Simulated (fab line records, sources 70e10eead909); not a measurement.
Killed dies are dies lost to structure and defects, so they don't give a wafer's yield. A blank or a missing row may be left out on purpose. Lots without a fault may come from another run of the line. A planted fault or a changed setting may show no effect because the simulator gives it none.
Which tool did it? | flow nand_harc | 24 lots, 72 wafers sampled, at 6 steps of a route of 1302

WHAT THE GAUGES READ, wafer by wafer
The record holds no reading of a measuring or inspecting step that can be judged against a usual standard deviation.

WHICH TOOL RAN EACH LOT (tool, then ch and the chambers of the sampled wafers, then the start)
lot  | NHARC_A_STAIRCASE_HM_DEP_456  | NHARC_A_STAIRCASE_HM_OPEN_460                 | NHARC_A_STAIRCASE_ETCH_313         | NHARC_A_STAIRCASE_ETCH_315                    | NHARC_A_STAIRCASE_ALD_415        | NHARC_A_STAIRCASE_STRIP_475
L074 | acl_dep-02 ch 0, day 16 02:23 | rie_diel-04 ch 1,2,3, day 16 20:33 or earlier | rie_diel-08 ch 0,1,3, day 16 20:33 | rie_diel-08 ch 0,1, day 16 22:19 or earlier   | ald_hk-01 ch 2,3, day 16 22:19   | rie_diel-04 ch 0,2, no start
L076 | acl_dep-03 ch 0, day 16 20:29 | rie_diel-07 ch 1,2,3, day 17 15:49 or earlier | rie_diel-08 ch 2,3, day 17 15:49   | rie_diel-08 ch 0,1,2, day 17 17:53 or earlier | ald_hk-04 ch 0,1, day 17 17:53   | rie_diel-07 ch 0,1, no start
L075 | acl_dep-03 ch 0, day 16 21:59 | rie_diel-04 ch 0,1,2, day 17 11:36 or earlier | rie_diel-07 ch 1,3, day 17 11:36   | rie_diel-07 ch 1,2, day 17 13:46 or earlier   | ald_hk-02 ch 1,2, day 17 13:46   | rie_diel-07 ch 0,1, no start
L077 | acl_dep-01 ch 0, day 17 10:30 | rie_diel-04 ch 0,1,2, day 18 01:26 or earlier | rie_diel-07 ch 1,2,3, day 18 01:26 | rie_diel-07 ch 0,2,3, day 18 03:26 or earlier | ald_hk-02 ch 1,2,3, day 18 03:26 | rie_diel-08 ch 0,1,2, no start
L078 | acl_dep-02 ch 0, day 18 00:39 | rie_diel-07 ch 0,1,3, day 18 15:20 or earlier | rie_diel-07 ch 0,1,3, day 18 15:20 | rie_diel-07 ch 0,1,2, day 18 17:20 or earlier | ald_hk-04 ch 1,2, day 18 17:20   | rie_diel-04 ch 1,3, no start
L079 | acl_dep-01 ch 0, day 18 11:12 | rie_diel-08 ch 0,2, day 19 01:16 or earlier   | rie_diel-08 ch 0,1,3, day 19 01:16 | rie_diel-08 ch 0,3, day 19 03:02 or earlier   | ald_hk-01 ch 1,2, day 19 03:02   | rie_diel-04 ch 0,2, no start
L080 | acl_dep-03 ch 0, day 18 12:29 | rie_diel-04 ch 0,2,3, day 19 02:19 or earlier | rie_diel-07 ch 0,2, day 19 02:19   | rie_diel-07 ch 0,3, day 19 04:49 or earlier   | ald_hk-01 ch 2,3, day 19 04:49   | rie_diel-07 ch 0,3, no start
L081 | acl_dep-03 ch 0, day 19 05:34 | rie_diel-04 ch 0,1,2, day 19 22:17 or earlier | rie_diel-04 ch 0,1,2, day 19 22:17 | rie_diel-04 ch 0,1,2, day 20 00:17 or earlier | ald_hk-02 ch 1,2,3, day 20 00:17 | rie_diel-07 ch 0,2,3, no start
L082 | acl_dep-01 ch 0, day 19 21:19 | rie_diel-04 ch 1,2, day 20 14:47 or earlier   | rie_diel-04 ch 1,2,3, day 20 14:47 | rie_diel-04 ch 0,3, day 20 16:33 or earlier   | ald_hk-04 ch 0,2, day 20 16:33   | rie_diel-04 ch 0,1, no start
L084 | acl_dep-03 ch 0, day 20 06:41 | rie_diel-08 ch 0,1,3, day 20 22:46 or earlier | rie_diel-04 ch 0,1,3, day 20 22:46 | rie_diel-04 ch 0,1, day 21 01:13 or earlier   | ald_hk-02 ch 1,2,3, day 21 01:13 | rie_diel-07 ch 1,2,3, no start
L083 | acl_dep-01 ch 0, day 20 07:22 | rie_diel-08 ch 2,3, day 20 23:32 or earlier   | rie_diel-08 ch 0,2,3, day 20 23:32 | rie_diel-08 ch 0,3, day 21 01:54 or earlier   | ald_hk-02 ch 2,3, day 21 01:54   | rie_diel-08 ch 0,1,2, no start
L085 | acl_dep-01 ch 0, day 20 23:37 | rie_diel-07 ch 0,1,2, day 21 14:37 or earlier | rie_diel-08 ch 2,3, day 21 14:37   | rie_diel-08 ch 0,2, day 21 16:28 or earlier   | ald_hk-01 ch 1,3, day 21 16:28   | rie_diel-07 ch 0,1,2, no start
L086 | acl_dep-02 ch 0, day 21 01:59 | rie_diel-08 ch 0,2, day 21 17:44 or earlier   | rie_diel-07 ch 2,3, day 21 17:44   | rie_diel-07 ch 1,3, day 21 20:03 or earlier   | ald_hk-04 ch 0,1,3, day 21 20:03 | rie_diel-08 ch 0,1,2, no start
L087 | acl_dep-03 ch 0, day 21 17:02 | rie_diel-04 ch 2,3, day 22 09:31 or earlier   | rie_diel-04 ch 0,1,2, day 22 09:31 | rie_diel-04 ch 1,2, day 22 11:17 or earlier   | ald_hk-02 ch 0,2, day 22 11:17   | rie_diel-07 ch 1,3, no start
L089 | acl_dep-03 ch 0, day 22 00:37 | rie_diel-04 ch 1,2, day 22 16:22 or earlier   | rie_diel-04 ch 2,3, day 22 16:22   | rie_diel-04 ch 1,2,3, day 22 18:38 or earlier | ald_hk-04 ch 1,2,3, day 22 18:38 | rie_diel-08 ch 0,1, no start
L088 | acl_dep-01 ch 0, day 22 05:00 | rie_diel-04 ch 0,1, day 22 19:08 or earlier   | rie_diel-08 ch 0,1, day 22 19:08   | rie_diel-08 ch 1,2, day 22 21:33 or earlier   | ald_hk-04 ch 0,1, day 22 21:33   | rie_diel-08 ch 1,2,3, no start
L091 | acl_dep-01 ch 0, day 23 05:46 | rie_diel-04 ch 0,1,2, day 23 20:01 or earlier | rie_diel-07 ch 1,3, day 23 20:01   | rie_diel-07 ch 0,1,3, day 23 22:24 or earlier | ald_hk-02 ch 2,3, day 23 22:24   | rie_diel-07 ch 1,2,3, no start
L090 | acl_dep-02 ch 0, day 23 11:21 | rie_diel-07 ch 1,2, day 24 01:38 or earlier   | rie_diel-07 ch 0,1,2, day 24 01:38 | rie_diel-07 ch 0,1,3, day 24 04:26 or earlier | ald_hk-01 ch 0,2,3, day 24 04:26 | rie_diel-07 ch 0,1,3, no start
L092 | acl_dep-02 ch 0, day 24 03:22 | rie_diel-04 ch 1,2,3, day 24 21:37 or earlier | rie_diel-04 ch 0,1,3, day 24 21:37 | rie_diel-04 ch 0,1,2, day 24 23:22 or earlier | ald_hk-04 ch 2,3, day 24 23:22   | rie_diel-08 ch 0,2,3, no start
L093 | acl_dep-02 ch 0, day 24 05:52 | rie_diel-07 ch 2,3, day 24 22:36 or earlier   | rie_diel-08 ch 2,3, day 24 22:36   | rie_diel-08 ch 0,3, day 25 00:51 or earlier   | ald_hk-01 ch 0,1,2, day 25 00:51 | rie_diel-07 ch 0,1,2, no start
L094 | acl_dep-03 ch 0, day 24 06:07 | rie_diel-08 ch 0,2,3, day 24 23:28 or earlier | rie_diel-07 ch 0,2,3, day 24 23:28 | rie_diel-07 ch 1,2,3, day 25 02:28 or earlier | ald_hk-01 ch 0,1,3, day 25 02:28 | rie_diel-08 ch 0,2,3, no start
L096 | acl_dep-01 ch 0, day 25 02:56 | rie_diel-04 ch 0,1,2, day 25 18:44 or earlier | rie_diel-04 ch 1,2, day 25 18:44   | rie_diel-04 ch 0,1, day 25 21:12 or earlier   | ald_hk-02 ch 0,1,3, day 25 21:12 | rie_diel-07 ch 0,1, no start
L095 | acl_dep-01 ch 0, day 25 04:27 | rie_diel-08 ch 0,1, day 25 22:38 or earlier   | rie_diel-04 ch 0,2, day 25 22:38   | rie_diel-04 ch 0,2,3, day 26 00:38 or earlier | ald_hk-01 ch 1,2,3, day 26 00:38 | rie_diel-04 ch 0,2,3, no start
L097 | acl_dep-03 ch 0, day 25 21:32 | rie_diel-08 ch 0,1,3, day 26 11:49 or earlier | rie_diel-04 ch 0,1,2, day 26 11:49 | rie_diel-04 ch 0,2,3, day 26 13:50 or earlier | ald_hk-02 ch 0,2,3, day 26 13:50 | rie_diel-08 ch 0,1,2, no start
- NHARC_A_STAIRCASE_HM_DEP_456: deposits aC, target thk 3100 nm.
- NHARC_A_STAIRCASE_HM_OPEN_460: chemistry O2/COS.
- NHARC_A_STAIRCASE_ETCH_313: etches the open film in CF4/CHF3.
- NHARC_A_STAIRCASE_ETCH_315: etches the open film in C4F8/O2/Ar, target depth 2500 nm, time 607.1 s.
- NHARC_A_STAIRCASE_ALD_415: deposits SiO2, target thk 30 nm, pulse time 6 s, ald cycles 300.
- NHARC_A_STAIRCASE_STRIP_475: strips in O2, time 20 s.

WHAT THE TOOLS THEMSELVES READ (means of the sampled wafers that have a number; where no wafer has one, the mark that the record gives instead)
NHARC_A_STAIRCASE_HM_DEP_456. Usual: throttle_valve_pct 35.000 %, standard deviation 0.0099.
lot  | tool       | throttle_valve_pct (%) | flag
L074 | acl_dep-02 | 35.000                 |
L076 | acl_dep-03 | 35.004                 |
L075 | acl_dep-03 | 35.008                 |
L077 | acl_dep-01 | 35.005                 |
L078 | acl_dep-02 | 35.012                 |
L079 | acl_dep-01 | 35.009                 |
L080 | acl_dep-03 | 35.005                 |
L081 | acl_dep-03 | 34.992                 |
L082 | acl_dep-01 | 34.996                 |
L084 | acl_dep-03 | 34.999                 |
L083 | acl_dep-01 | 35.006                 |
L085 | acl_dep-01 | 34.994                 |
L086 | acl_dep-02 | 35.005                 |
L087 | acl_dep-03 | 34.996                 |
L089 | acl_dep-03 | 34.999                 |
L088 | acl_dep-01 | 35.001                 |
L091 | acl_dep-01 | 34.998                 |
L090 | acl_dep-02 | 35.005                 |
L092 | acl_dep-02 | 34.998                 |
L093 | acl_dep-02 | 34.995                 |
L094 | acl_dep-03 | 34.997                 |
L096 | acl_dep-01 | 35.000                 |
L095 | acl_dep-01 | 35.003                 |
L097 | acl_dep-03 | 35.000                 |

NHARC_A_STAIRCASE_HM_OPEN_460. Usual: drypump_motor_current_A 5.5 A, standard deviation 0.38; oes_product_au 1.000 a.u., standard deviation 0.0088; rf_vpp_V 467.7 V, standard deviation 2.8; showerhead_plenum_p_Torr 3.14 Torr, standard deviation 0.13; throttle_valve_pct 28.330 %, standard deviation 0.01.
lot  | tool        | drypump_motor_current_A (A) | oes_product_au (a.u.) | rf_vpp_V (V) | showerhead_plenum_p_Torr (Torr) | throttle_valve_pct (%) | flag
L074 | rie_diel-04 | 5.3                         | 1.005                 | 469.2        | 3.18                            | 28.331                 |
L076 | rie_diel-07 | 5.7                         | 0.992                 | 467.0        | 3.12                            | 28.323                 |
L075 | rie_diel-04 | 5.5                         | 1.000                 | 467.2        | 3.14                            | 28.328                 |
L077 | rie_diel-04 | 5.5                         | 1.001                 | 467.9        | 3.14                            | 28.340                 |
L078 | rie_diel-07 | 5.8                         | 1.001                 | 468.3        | 3.17                            | 28.327                 |
L079 | rie_diel-08 | 5.4                         | 1.002                 | 468.7        | 3.20                            | 28.337                 |
L080 | rie_diel-04 | 5.6                         | 0.990                 | 468.4        | 3.21                            | 28.334                 |
L081 | rie_diel-04 | 5.5                         | 1.007                 | 467.6        | 3.14                            | 28.334                 |
L082 | rie_diel-04 | 5.1                         | 1.011                 | 466.9        | 3.08                            | 28.333                 |
L084 | rie_diel-08 | 5.7                         | 1.001                 | 469.4        | 3.23                            | 28.341                 |
L083 | rie_diel-08 | 5.5                         | 1.004                 | 464.9        | 3.01                            | 28.320                 |
L085 | rie_diel-07 | 5.6                         | 0.991                 | 467.5        | 3.13                            | 28.314                 |
L086 | rie_diel-08 | 5.4                         | 1.004                 | 465.6        | 3.08                            | 28.324                 |
L087 | rie_diel-04 | 5.4                         | 1.006                 | 470.1        | 3.23                            | 28.336                 |
L089 | rie_diel-04 | 5.1                         | 1.013                 | 466.4        | 3.08                            | 28.329                 |
L088 | rie_diel-04 | 5.1                         | 1.006                 | 464.2        | 3.02                            | 28.337                 |
L091 | rie_diel-04 | 5.5                         | 1.006                 | 467.5        | 3.12                            | 28.326                 |
L090 | rie_diel-07 | 5.5                         | 0.991                 | 465.9        | 3.06                            | 28.325                 |
L092 | rie_diel-04 | 5.3                         | 1.000                 | 468.1        | 3.15                            | 28.330                 |
L093 | rie_diel-07 | 5.7                         | 0.999                 | 466.1        | 3.10                            | 28.333                 |
L094 | rie_diel-08 | 5.5                         | 1.007                 | 466.4        | 3.09                            | 28.331                 |
L096 | rie_diel-04 | 5.5                         | 0.998                 | 467.3        | 3.12                            | 28.328                 |
L095 | rie_diel-08 | 5.5                         | 0.995                 | 470.6        | 3.29                            | 28.324                 |
L097 | rie_diel-08 | 5.7                         | 0.999                 | 469.1        | 3.21                            | 28.331                 |

NHARC_A_STAIRCASE_ETCH_313. Usual: drypump_motor_current_A 5.6 A, standard deviation 0.35; oes_product_au 0.929 a.u., standard deviation 0.016; rf_vpp_V 370.8 V, standard deviation 2.1; showerhead_plenum_p_Torr 1.58 Torr, standard deviation 0.063; throttle_valve_pct 16.803 %, standard deviation 0.0089.
lot  | tool        | drypump_motor_current_A (A) | oes_product_au (a.u.) | rf_vpp_V (V) | showerhead_plenum_p_Torr (Torr) | throttle_valve_pct (%) | flag
L074 | rie_diel-08 | 5.7                         | 0.965                 | 371.6        | 1.64                            | 16.797                 |
L076 | rie_diel-08 | 5.6                         | 0.965                 | 369.5        | 1.53                            | 16.801                 |
L075 | rie_diel-07 | 5.8                         | 0.918                 | 370.9        | 1.58                            | 16.803                 |
L077 | rie_diel-07 | 5.7                         | 0.920                 | 370.0        | 1.57                            | 16.802                 |
L078 | rie_diel-07 | 5.8                         | 0.925                 | 370.7        | 1.60                            | 16.809                 |
L079 | rie_diel-08 | 5.7                         | 0.921                 | 371.6        | 1.63                            | 16.798                 |
L080 | rie_diel-07 | 5.7                         | 0.928                 | 372.5        | 1.61                            | 16.801                 |
L081 | rie_diel-04 | 5.5                         | 0.928                 | 370.9        | 1.58                            | 16.798                 |
L082 | rie_diel-04 | 5.3                         | 0.929                 | 371.0        | 1.59                            | 16.805                 |
L084 | rie_diel-04 | 5.3                         | 0.924                 | 370.3        | 1.56                            | 16.804                 |
L083 | rie_diel-08 | 5.5                         | 0.927                 | 370.2        | 1.56                            | 16.809                 |
L085 | rie_diel-08 | 5.5                         | 0.933                 | 368.2        | 1.51                            | 16.798                 |
L086 | rie_diel-07 | 5.7                         | 0.921                 | 370.4        | 1.57                            | 16.812                 |
L087 | rie_diel-04 | 5.5                         | 0.930                 | 370.0        | 1.57                            | 16.803                 |
L089 | rie_diel-04 | 5.6                         | 0.932                 | 372.5        | 1.64                            | 16.801                 |
L088 | rie_diel-08 | 5.5                         | 0.929                 | 374.0        | 1.67                            | 16.806                 |
L091 | rie_diel-07 | 5.8                         | 0.915                 | 370.1        | 1.57                            | 16.807                 |
L090 | rie_diel-07 | 5.6                         | 0.916                 | 371.1        | 1.57                            | 16.791                 |
L092 | rie_diel-04 | 5.3                         | 0.927                 | 370.1        | 1.55                            | 16.803                 |
L093 | rie_diel-08 | 5.6                         | 0.949                 | 369.4        | 1.51                            | 16.813                 |
L094 | rie_diel-07 | 5.8                         | 0.918                 | 371.5        | 1.59                            | 16.803                 |
L096 | rie_diel-04 | 5.1                         | 0.927                 | 369.4        | 1.55                            | 16.807                 |
L095 | rie_diel-04 | 5.8                         | 0.920                 | 372.2        | 1.63                            | 16.799                 |
L097 | rie_diel-04 | 5.5                         | 0.930                 | 371.0        | 1.57                            | 16.799                 |

NHARC_A_STAIRCASE_ETCH_315. Usual: oes_product_au 0.932 a.u., standard deviation 0.011; rf_vpp_V 1828 V, standard deviation 10.
lot  | tool        | oes_product_au (a.u.) | rf_vpp_V (V) | flag
L074 | rie_diel-08 | 0.941                 | 1844         |
L076 | rie_diel-08 | 0.949                 | 1836         |
L075 | rie_diel-07 | 0.921                 | 1825         |
L077 | rie_diel-07 | 0.933                 | 1832         |
L078 | rie_diel-07 | 0.928                 | 1828         |
L079 | rie_diel-08 | 0.925                 | 1828         |
L080 | rie_diel-07 | 0.923                 | 1835         |
L081 | rie_diel-04 | 0.921                 | 1827         |
L082 | rie_diel-04 | 0.923                 | 1829         |
L084 | rie_diel-04 | 0.944                 | 1821         |
L083 | rie_diel-08 | 0.932                 | 1834         |
L085 | rie_diel-08 | 0.938                 | 1824         |
L086 | rie_diel-07 | 0.924                 | 1828         |
L087 | rie_diel-04 | 0.940                 | 1823         |
L089 | rie_diel-04 | 0.938                 | 1829         |
L088 | rie_diel-08 | 0.924                 | 1826         |
L091 | rie_diel-07 | 0.927                 | 1828         |
L090 | rie_diel-07 | 0.916                 | 1828         |
L092 | rie_diel-04 | 0.933                 | 1826         |
L093 | rie_diel-08 | 0.947                 | 1825         |
L094 | rie_diel-07 | 0.925                 | 1824         |
L096 | rie_diel-04 | 0.942                 | 1820         |
L095 | rie_diel-04 | 0.939                 | 1833         |
L097 | rie_diel-04 | 0.933                 | 1832         |

NHARC_A_STAIRCASE_ALD_415. Usual: heater_power_outer_w 259 W, standard deviation 30; heater_power_w 467 W, standard deviation 47; precursor_pulse_height_rel 1.000, standard deviation 0.022.
lot  | tool      | heater_power_outer_w (W) | heater_power_w (W) | precursor_pulse_height_rel | flag
L074 | ald_hk-01 | 216                      | 408                | 0.993                      |
L076 | ald_hk-04 | 301                      | 540                | 0.999                      |
L075 | ald_hk-02 | 244                      | 438                | 1.016                      |
L077 | ald_hk-02 | 247                      | 447                | 1.006                      |
L078 | ald_hk-04 | 306                      | 544                | 1.001                      |
L079 | ald_hk-01 | 237                      | 432                | 1.023                      |
L080 | ald_hk-01 | 220                      | 411                | 1.005                      |
L081 | ald_hk-02 | 244                      | 442                | 0.999                      |
L082 | ald_hk-04 | 310                      | 545                | 0.994                      |
L084 | ald_hk-02 | 248                      | 451                | 1.006                      |
L083 | ald_hk-02 | 249                      | 454                | 0.984                      |
L085 | ald_hk-01 | 220                      | 410                | 0.996                      |
L086 | ald_hk-04 | 277                      | 512                | 0.998                      |
L087 | ald_hk-02 | 246                      | 444                | 0.979                      |
L089 | ald_hk-04 | 288                      | 523                | 0.998                      |
L088 | ald_hk-04 | 282                      | 520                | 1.006                      |
L091 | ald_hk-02 | 248                      | 446                | 1.017                      |
L090 | ald_hk-01 | 244                      | 439                | 0.995                      |
L092 | ald_hk-04 | 307                      | 540                | 1.015                      |
L093 | ald_hk-01 | 254                      | 446                | 1.000                      |
L094 | ald_hk-01 | 250                      | 441                | 0.981                      |
L096 | ald_hk-02 | 246                      | 440                | 0.999                      |
L095 | ald_hk-01 | 233                      | 421                | 1.015                      |
L097 | ald_hk-02 | 242                      | 442                | 0.993                      |

NHARC_A_STAIRCASE_STRIP_475. Usual: drypump_motor_current_A 5.6 A, standard deviation 0.3; oes_product_au 1.000 a.u., standard deviation 0.008; rf_vpp_V 57.7 V, standard deviation 0.9; showerhead_plenum_p_Torr 3.54 Torr, standard deviation 0.13; throttle_valve_pct 17.036 %, standard deviation 0.01.
lot  | tool        | drypump_motor_current_A (A) | oes_product_au (a.u.) | rf_vpp_V (V) | showerhead_plenum_p_Torr (Torr) | throttle_valve_pct (%) | flag
L074 | rie_diel-04 | 5.8                         | 0.993                 | 57.9         | 3.59                            | 17.037                 |
L076 | rie_diel-07 | 5.6                         | 0.998                 | 57.6         | 3.53                            | 17.040                 |
L075 | rie_diel-07 | 5.7                         | 1.001                 | 57.6         | 3.59                            | 17.027                 |
L077 | rie_diel-08 | 5.6                         | 1.004                 | 58.3         | 3.63                            | 17.032                 |
L078 | rie_diel-04 | 5.1                         | 1.005                 | 58.4         | 3.53                            | 17.029                 |
L079 | rie_diel-04 | 5.8                         | 0.986                 | 57.8         | 3.59                            | 17.035                 |
L080 | rie_diel-07 | 5.9                         | 0.993                 | 57.3         | 3.60                            | 17.043                 |
L081 | rie_diel-07 | 5.8                         | 1.003                 | 57.8         | 3.57                            | 17.037                 |
L082 | rie_diel-04 | 5.1                         | 1.010                 | 57.4         | 3.40                            | 17.035                 |
L084 | rie_diel-07 | 5.7                         | 1.003                 | 58.3         | 3.50                            | 17.045                 |
L083 | rie_diel-08 | 5.6                         | 1.004                 | 57.9         | 3.62                            | 17.048                 |
L085 | rie_diel-07 | 5.6                         | 1.001                 | 57.7         | 3.52                            | 17.037                 |
L086 | rie_diel-08 | 5.6                         | 0.994                 | 57.4         | 3.62                            | 17.034                 |
L087 | rie_diel-07 | 5.8                         | 0.988                 | 57.1         | 3.52                            | 17.040                 |
L089 | rie_diel-08 | 5.8                         | 0.997                 | 58.8         | 3.75                            | 17.034                 |
L088 | rie_diel-08 | 5.7                         | 1.002                 | 57.6         | 3.52                            | 17.038                 |
L091 | rie_diel-07 | 5.7                         | 1.003                 | 57.2         | 3.49                            | 17.028                 |
L090 | rie_diel-07 | 5.8                         | 0.994                 | 58.8         | 3.54                            | 17.036                 |
L092 | rie_diel-08 | 5.5                         | 1.005                 | 57.5         | 3.48                            | 17.032                 |
L093 | rie_diel-07 | 5.6                         | 0.998                 | 57.7         | 3.51                            | 17.032                 |
L094 | rie_diel-08 | 5.5                         | 1.004                 | 57.2         | 3.48                            | 17.036                 |
L096 | rie_diel-07 | 5.7                         | 1.003                 | 58.0         | 3.56                            | 17.035                 |
L095 | rie_diel-04 | 5.7                         | 0.999                 | 56.8         | 3.59                            | 17.034                 |
L097 | rie_diel-08 | 5.6                         | 1.001                 | 57.8         | 3.59                            | 17.037                 |

THE ANSWER, worked out from the rows above alone
Rule: a lot is off if the mean of its wafers that have a number lies more than 3 standard deviations from the usual mean. A lot without any number at a reading at which 4 lots or more have one is off too. The other lots that the step has rows for count as sound. The gauges are gone through in route order, then the tools' own readings, and for those a lot's mean is taken as printed above. The first step at which some lot is off is used, and at that step the reading that is off furthest; a lot without a number counts as furthest.
No lot is off at any reading shown: from this, nothing can be told.

WHAT THE SIMULATOR HAD PUT IN
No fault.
